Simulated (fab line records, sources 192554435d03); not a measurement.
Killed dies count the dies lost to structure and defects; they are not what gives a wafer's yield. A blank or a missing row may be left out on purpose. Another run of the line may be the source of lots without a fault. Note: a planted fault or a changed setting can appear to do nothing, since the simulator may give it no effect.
Chamber matching	flow n5 finfet	4 sister chambers for N5_BEOL_M1_ETCHBACK_99 on rie diel-02
The step etches SiO2 in CHF3, target depth 5 nm, time 10.4 s. 4 wafers are shown with their chamber, then 11 later ones without.

== WAFERS, EACH WITH ITS CHAMBER ==
wafer	chamber	drypump motor current A (A)
L086.6	0	5.6
L088.4	1	6.5
L088.6	3	6.1
L092.1	2	6.1

== WAFERS MISSING THEIR CHAMBER ==
wafer	drypump motor current A (A)
L092.3	6.1
L092.4	6.2
L094.1	5.6
L094.4	6.5
L094.6	6.2
L096.2	6.1
L096.4	5.6
L096.5	6.5
L097.2	5.6
L097.5	6.1
L097.6	5.6

== CHAMBER TAKEN BY EACH ==
wafer	from the rows above	in truth
L092.3	can't be placed: 2 or 3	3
L092.4	can't be placed: 2 or 3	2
L094.1	0	0
L094.4	1	1
L094.6	can't be placed: 2 or 3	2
L096.2	can't be placed: 2 or 3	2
L096.4	0	0
L096.5	1	1
L097.2	0	0
L097.5	can't be placed: 2 or 3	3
L097.6	0	0
Placed correctly: 6 of 11. Cannot be placed on the basis of these rows: 5; the candidates contain the true chamber in 5. Wrongly placed: 0.
How it was worked out, from the rows above alone: a wafer's distance from a chamber is the root of the sum, over the readings, of the square of ((its reading less the chamber's mean) divided by the reading's scatter). If the next closest chamber is less than 2 further off than the closest, the wafer can't be placed; otherwise it belongs to the closest. A chamber's mean is the mean of its shown wafers. The scatter: root of mean squared gap, hidden wafer to nearest shown wafer, with one shown wafer a chamber.
